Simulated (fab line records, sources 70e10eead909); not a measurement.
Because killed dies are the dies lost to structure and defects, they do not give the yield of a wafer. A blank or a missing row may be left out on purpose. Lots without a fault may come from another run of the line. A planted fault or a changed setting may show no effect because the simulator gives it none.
Problem report, 8D (eight disciplines) form, completed by code ; flow nand_harc ; the parts of the form that need people (team, actions taken, sign-off) are left out

1. PROBLEM STATEMENT
Wafers without a fault read 26, standard deviation 11; killed_at_array at NHARC_END_SORT_01 reads a mean of 668 on 3 wafers belonging to 2 lots. Relative to the usual mean, that is a shift of +58 standard deviations.
First observed at day 21 09:53: wafer L447.5, on prober-01. At this step, 6 wafers from 2 lots have a number in the record. By rule, "out" or "out of limits" means more than 4 standard deviations away from the usual mean. Any other wafer with a number is counted as sound.

2. WHAT IT IS AND WHAT IT IS NOT
question;is;is not
which readings at this step;killed_at_array, killed_dies;killed_at_other, killed_at_periphery, killed_short
which lots;L447, L450;-
which wafers of those lots;L447.5, L450.2, L450.5;L447.3, L447.4, L450.6
read on which gauges;prober-01, prober-02;-
when;from day 21 09:53;"up to then (2 sound wafers); but 1 sound wafer of L450 came after"

3. SUSPECTS, AND WHAT RULES EACH OUT
Counting: if a tool at a process step up to the reading ran every lot that is out, it stays a suspect. Sound lots after the first of them don't rule it out here, since some wafers of a struck lot are sound.
- the gauge at NHARC_END_SORT_01 is ruled out. Those wafers that are out were read across 2 gauges (prober-01, prober-02).
- rie_diel-11 at NHARC_A_CONTACT_ETCH_102 (etches the open film in CF4/O2, target depth 70 nm, overetch 7 nm, time 38.5 s): kept. It ran every lot that is out, first L447 (day 18 04:40). On those wafers its own readings are out: oes_product_au.
The count leaves rie_diel-11 at NHARC_A_CONTACT_ETCH_102.

4. THE CAUSE (what the simulator had put in)
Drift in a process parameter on rie_diel-11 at NHARC_A_CONTACT_ETCH_102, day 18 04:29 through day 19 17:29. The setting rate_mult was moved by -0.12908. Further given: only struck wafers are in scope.
This tool alone remained once counting was done.

5. THE CHAIN OF EFFECTS, in route order
One row per reading whose mean, taken over the struck wafers that have a number, lies over 3 standard deviations from the usual. Only readings whose record carries a usual standard deviation are examined. hours: median over the lots of the time between each lot's start at the first step of this table that gives one and its start at this step. sigmas: the change, counted in usual standard deviations.
hours;step;reading;usual;on struck wafers;change;sigmas
0;NHARC_A_CONTACT_ETCH_102;oes_product_au;0.999 a.u.;0.921;-0.078;-9.2
74;NHARC_END_SORT_01;killed_at_array;26;668;+642;+58
74;NHARC_END_SORT_01;killed_dies;30;673;+643;+58
Process steps it contains:
- NHARC_A_CONTACT_ETCH_102: etches the open film in CF4/O2, target depth 70 nm, overetch 7 nm, time 38.5 s.

6. HOW IT WOULD HAVE BEEN CAUGHT EARLIER
77 hours passed between the start of the fault at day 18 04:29 and the first reading out of limits at a measuring or inspecting step in this record, taken at day 21 09:53.
Tool's own readings at NHARC_A_CONTACT_ETCH_102, oes_product_au: out on all struck wafers the step has rows for; an alarm limit on them would have tripped on the first.
Lots out: 2; all had begun NHARC_A_CONTACT_ETCH_102 on rie_diel-11 by day 21 09:53. Holding the tool at that point would not have protected any of them.
